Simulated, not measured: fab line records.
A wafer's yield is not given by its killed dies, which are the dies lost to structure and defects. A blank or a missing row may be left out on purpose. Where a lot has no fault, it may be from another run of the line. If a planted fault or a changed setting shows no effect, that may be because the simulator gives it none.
Split-lot trial / flow n5_finfet / 7 lots, 21 wafers read, on a route of 1938 steps

== THE SPLIT ==
At N5_HKMG_FIN_ETCH_31 (etches SiARC in CF4, target depth 45.5 nm, time 75.8 s), the setting bias_w was moved away from the recipe's 36 W on 10 of the 21 wafers read, by -15.1% to +12.0%. This setting was run at the recipe's value on the other wafers.

Reading taken at the split's own step.

== THE READING ==
rf_vpp_V, in V, at N5_HKMG_FIN_ETCH_31 (etches SiARC in CF4, target depth 45.5 nm, time 75.8 s). A value of 184.2 V with a standard deviation of 0.96 V is what fault-free wafers of this fab line usually give.

wafer=L079.1; tool, chamber at the split=rie_diel-04, 2; bias_w as run, W=34.05; against the recipe=-5.4%; rf_vpp_V, V=176.7; against lot-mates on the recipe=-8.4
wafer=L079.4; tool, chamber at the split=rie_diel-04, 0; bias_w as run, W=34.05; against the recipe=-5.4%; rf_vpp_V, V=178.3; against lot-mates on the recipe=-6.8
wafer=L079.6; tool, chamber at the split=rie_diel-04, 2; bias_w as run, W=36; against the recipe=recipe; rf_vpp_V, V=185.1; against lot-mates on the recipe=-
wafer=L080.1; tool, chamber at the split=rie_diel-01, 1; bias_w as run, W=36; against the recipe=recipe; rf_vpp_V, V=183.9; against lot-mates on the recipe=-
wafer=L080.5; tool, chamber at the split=rie_diel-01, 1; bias_w as run, W=36; against the recipe=recipe; rf_vpp_V, V=183.9; against lot-mates on the recipe=-
wafer=L080.6; tool, chamber at the split=rie_diel-01, 2; bias_w as run, W=36; against the recipe=recipe; rf_vpp_V, V=185.0; against lot-mates on the recipe=-
wafer=L082.1; tool, chamber at the split=rie_diel-04, 1; bias_w as run, W=36; against the recipe=recipe; rf_vpp_V, V=183.7; against lot-mates on the recipe=-
wafer=L082.2; tool, chamber at the split=rie_diel-04, 2; bias_w as run, W=40.31; against the recipe=+12.0%; rf_vpp_V, V=197.8; against lot-mates on the recipe=+14.1
wafer=L082.6; tool, chamber at the split=rie_diel-04, 0; bias_w as run, W=40.31; against the recipe=+12.0%; rf_vpp_V, V=199.1; against lot-mates on the recipe=+15.4
wafer=L084.2; tool, chamber at the split=rie_diel-04, 0; bias_w as run, W=40.14; against the recipe=+11.5%; rf_vpp_V, V=199.2; against lot-mates on the recipe=+15.7
wafer=L084.3; tool, chamber at the split=rie_diel-04, 3; bias_w as run, W=36; against the recipe=recipe; rf_vpp_V, V=183.5; against lot-mates on the recipe=-
wafer=L084.4; tool, chamber at the split=rie_diel-04, 1; bias_w as run, W=40.14; against the recipe=+11.5%; rf_vpp_V, V=197.2; against lot-mates on the recipe=+13.7
wafer=L087.1; tool, chamber at the split=rie_diel-01, 2; bias_w as run, W=39.14; against the recipe=+8.7%; rf_vpp_V, V=195.1; against lot-mates on the recipe=+11.8
wafer=L087.4; tool, chamber at the split=rie_diel-01, 1; bias_w as run, W=39.14; against the recipe=+8.7%; rf_vpp_V, V=194.0; against lot-mates on the recipe=+10.7
wafer=L087.6; tool, chamber at the split=rie_diel-01, 1; bias_w as run, W=36; against the recipe=recipe; rf_vpp_V, V=183.3; against lot-mates on the recipe=-
wafer=L089.3; tool, chamber at the split=rie_diel-01, 2; bias_w as run, W=36; against the recipe=recipe; rf_vpp_V, V=185.2; against lot-mates on the recipe=-
wafer=L089.4; tool, chamber at the split=rie_diel-01, 3; bias_w as run, W=36; against the recipe=recipe; rf_vpp_V, V=183.7; against lot-mates on the recipe=-
wafer=L089.5; tool, chamber at the split=rie_diel-01, 0; bias_w as run, W=36; against the recipe=recipe; rf_vpp_V, V=183.6; against lot-mates on the recipe=-
wafer=L095.1; tool, chamber at the split=rie_diel-05, 2; bias_w as run, W=30.57; against the recipe=-15.1%; rf_vpp_V, V=167.5; against lot-mates on the recipe=-16.6
wafer=L095.3; tool, chamber at the split=rie_diel-05, 3; bias_w as run, W=36; against the recipe=recipe; rf_vpp_V, V=184.1; against lot-mates on the recipe=-
wafer=L095.6; tool, chamber at the split=rie_diel-05, 1; bias_w as run, W=30.57; against the recipe=-15.1%; rf_vpp_V, V=166.2; against lot-mates on the recipe=-17.9

FIT RESULTS
A straight line over all 21 wafers: rf_vpp_V changes by +1.18 V for each +1% of bias_w; r = +1.00; the points scatter about the line by 0.77 V.
The same after taking each lot's own level away (the mean of its wafers on the recipe; 21 wafers): +1.22 V for each +1%; r = +1.00; scatter 0.85 V.
On that fit, the largest move of bias_w shifts the reading by 18 V.
The span of the lots' own levels, 183.30 to 185.10 V, comes to 1.9 times the standard deviation stated above.
So the lot-to-lot level changes the slope little: the two slopes agree.
Check: -18.9 V against its lot-mates is what the line predicts for one of the wafers moved furthest among these (-15.1%) when that wafer is left out of the fit. Against them it came out at -16.6 V.
Tool readings at the split's step, against how far the setting was moved: rf_vpp_V r = +1.00.

== FILE'S OWN FIT ==
rf_vpp_V changes by +1.22 V for each +1% of bias_w, r = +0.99.
